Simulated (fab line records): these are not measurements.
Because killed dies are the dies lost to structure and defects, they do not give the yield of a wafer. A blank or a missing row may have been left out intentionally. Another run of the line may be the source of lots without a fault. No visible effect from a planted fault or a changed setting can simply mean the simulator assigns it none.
A lot that was struck, set against a sound lot | flow n5-finfet | 14 steps out of a route of 1938
Sound: these wafers, L305.2, L305.5, L305.6. The struck wafers were L313.2, L313.4, L313.6. The cause comes at the end.
Per side, at each step with rows, come the tool, then ch with its chambers, and then its first start. Under that, the readings that differ: sound wafers | struck wafers | difference of the means | sigmas: that difference in standard deviations of wafers without a fault.
alike: same words and numbers on both sides, and readings whose means sit less than 2 such deviations apart. not compared: any withheld reading, any reading some wafer has no value for, any bound like >300 that may hide the same value, and any number with overlapping values for which the record gives no deviation.
A row with sigmas, a row that says differs or no value, or rows on one side alone: a step with any of these is where the two part. Numbers that don't overlap but have no deviation are shown without sigmas and don't part them. A reading that every wafer of one side lacks parts them only if that side has two wafers or more.

first, 3 steps without rows for these wafers: N5_BEOL_M14_STRIP_69 (strips in N2/H2); N5_BEOL_M14_TRENCH_ETCH_34 (etches SiO2 in C4F8/O2/Ar, target depth 556.65 nm, time 126.9 s); N5_BEOL_M14_STRIP_70 (strips in C4F8/O2/Ar).
N5_BEOL_M14_OCD_MEAS_35:
  sound on ocd-01, day 12 14:04; struck on ocd-02, day 15 08:48
  alike: trench-depth-nm
N5_BEOL_M14_STRIP_37: strips in O2.
  sound on rie-diel-02 ch 0,1,2, day 12 14:52; struck on rie-diel-02 ch 1,2, day 15 10:07
  alike: drypump-motor-current-A, o2-flow-sccm, oes-product-au, rf-vpp-V, showerhead-plenum-p-Torr, temp-c, throttle-valve-pct
  not compared: rf-hours-counter-h
N5_BEOL_M14_ETCH_38: etches SiCN in CF4/N2, target depth 106.5 nm, time 120.6 s.
  sound on rie-diel-02 ch 0,1,2; struck on rie-diel-02 ch 1,2
  alike: drypump-motor-current-A, mfc-ar-sccm, n2-flow-sccm, oes-product-au, rf-fwd-power-W, rf-vpp-V, showerhead-plenum-p-Torr, throttle-valve-pct
  not compared: rf-hours-counter-h
then, 2 steps without rows for these wafers: N5_BEOL_M14_PRECLEAN_39 (cleans in residue remover, time 60 s); N5_BEOL_M14_SRD_40 (time 30 s, dry time 30 s).
N5_BEOL_M14_DEGAS_41: time 60 s.
  sound on pvd-sputter-03, day 12 15:32; struck on pvd-sputter-03, day 15 10:50
  alike: heater-power-w
then, 1 step without rows for these wafers: N5_BEOL_M14_PRE_CLEAN_42 (time 30 s).
N5_BEOL_M14_SPUTTER_43: material TaN, target thk 15 nm, time 24.19 s.
  sound on pvd-sputter-03, day 12 15:37; struck on pvd-sputter-03, day 15 10:55
  alike: cathode-dc-power-W, throttle-valve-pct
N5_BEOL_M14_SPUTTER_44: material Ta, target thk 15 nm, time 24.19 s.
  sound on pvd-sputter-03, day 12 15:42; struck on pvd-sputter-03, day 15 11:00
  alike: cathode-dc-power-W, throttle-valve-pct
N5_BEOL_M14_SPUTTER_45: material Cu, target thk 100 nm, time 16.67 s.
  sound on pvd-sputter-03, day 12 15:47; struck on pvd-sputter-03, day 15 11:05
  reading                | sound             | struck            | difference | sigmas
  cathode-dc-power-W (W) | 26000 25995 26001 | 24850 24855 24855 | -1145      | -99 or more
  alike: chuck-sensor-temp-C, throttle-valve-pct
then, 1 step without rows for these wafers: N5_BEOL_M14_ECD_47 (material Cu, target thk 1248 nm).

WHERE THEY PART
N5_BEOL_M14_SPUTTER_45 only, going by this record.

WHY: what had been put in by the simulator
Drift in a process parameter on pvd-sputter-03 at N5_BEOL_M14_SPUTTER_45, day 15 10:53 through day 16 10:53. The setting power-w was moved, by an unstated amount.
